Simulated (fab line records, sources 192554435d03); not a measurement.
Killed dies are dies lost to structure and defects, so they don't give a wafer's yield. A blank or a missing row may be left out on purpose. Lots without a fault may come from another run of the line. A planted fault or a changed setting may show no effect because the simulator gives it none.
Problem report in the 8D (eight disciplines) form, filled by code | flow n5_finfet | the parts of the form that need people (team, actions taken, sign-off) are left out

1. THE PROBLEM
run_length_s at N5_BEOL_M6_CVD_78 reads a mean of 244.2 s on 2 wafers of 1 lot; wafers without a fault read 165.4 s with a standard deviation of 0.53. That is +99 or more standard deviations from the usual mean.
The step: deposits Co from CCTBA/H2, target thk 2 nm, time 142.3 s.
First seen on wafer L245.4, day 14 02:49, on cvd_co-01. The record holds 30 wafers of 11 lots with a number at this step. Rule for "out", or "out of limits": more than 4 standard deviations from the usual mean. The other wafers with a number count as sound.

2. WHAT IT IS AND WHAT IT IS NOT
question                    | is                | is not
which readings at this step | run_length_s      | -
which lots                  | L245              | L227, L228, L232, L234, L235, L236, L237, L240, L248, L250
which wafers of those lots  | L245.4, L245.6    | L245.1
read on which tools         | cvd_co-01         | cvd_co-02
when                        | from day 14 02:49 | up to then (22 sound wafers); but 6 sound wafers of L248, L250 came after

3. SUSPECTS, AND WHAT RULES EACH OUT
Counting: a tool at a process step up to the reading stays a suspect if it ran every lot that is out. Sound lots after the first of them don't rule it out here, since some wafers of a struck lot are sound.
- rie_diel-05 at N5_BEOL_M6_STRIP_36 (strips in N2/H2): kept. It ran the lot that is out, L245 (day 13 23:47); its last sound lot up to then is L236 (day 11 15:16).
- rie_diel-05 at N5_BEOL_M6_STRIP_80 (strips in N2/H2, time 10 s): kept. It ran the lot that is out, L245 (day 13 23:59); its last sound lot up to then is L236 (day 11 15:28). N5_BEOL_M6_STRIP_80 gives no start for some lots, so the hours and the order of its lots are those of N5_BEOL_M6_OCD_MEAS_38.
- cvd_co-01 at N5_BEOL_M6_CVD_78 (deposits Co from CCTBA/H2, target thk 2 nm, time 142.3 s): kept. It ran the lot that is out, L245 (day 14 02:49); its last sound lot up to then is L237 (day 11 23:43). Its own readings are out on those wafers: run_length_s.
- Within rie_diel-05 at N5_BEOL_M6_STRIP_36: the wafers that are out ran in chambers 1, 3; their sound lot-mates ran in chamber 0.
- Within rie_diel-05 at N5_BEOL_M6_STRIP_80: the wafers that are out ran in chambers 1, 3; their sound lot-mates ran in chamber 0.
Left after counting: rie_diel-05 at N5_BEOL_M6_STRIP_36, rie_diel-05 at N5_BEOL_M6_STRIP_80, cvd_co-01 at N5_BEOL_M6_CVD_78.

4. THE CAUSE (what the simulator had put in)
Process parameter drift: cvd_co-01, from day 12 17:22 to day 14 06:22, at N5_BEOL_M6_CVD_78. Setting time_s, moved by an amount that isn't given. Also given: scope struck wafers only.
Counting left 3 suspects, and this tool is among them.

5. THE CHAIN OF EFFECTS, in route order
Each row: a reading whose mean over the struck wafers that have a number lies more than 3 standard deviations from the usual. Only readings for which the record gives a usual standard deviation are gone through. hours: the time from each lot's start at the first step in this table that gives one to its start at this step, as a median over the lots. sigmas: the change in usual standard deviations.
hours | step              | reading      | usual   | on struck wafers | change | sigmas
0     | N5_BEOL_M6_CVD_78 | run_length_s | 165.4 s | 244.2            | +78.8  | +99 or more
The process steps in it:
- N5_BEOL_M6_CVD_78: deposits Co from CCTBA/H2, target thk 2 nm, time 142.3 s.

6. WHAT WOULD HAVE CAUGHT IT SOONER
In this record the first reading out of limits was taken at day 14 02:49, 33 hours after the fault began at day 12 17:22.
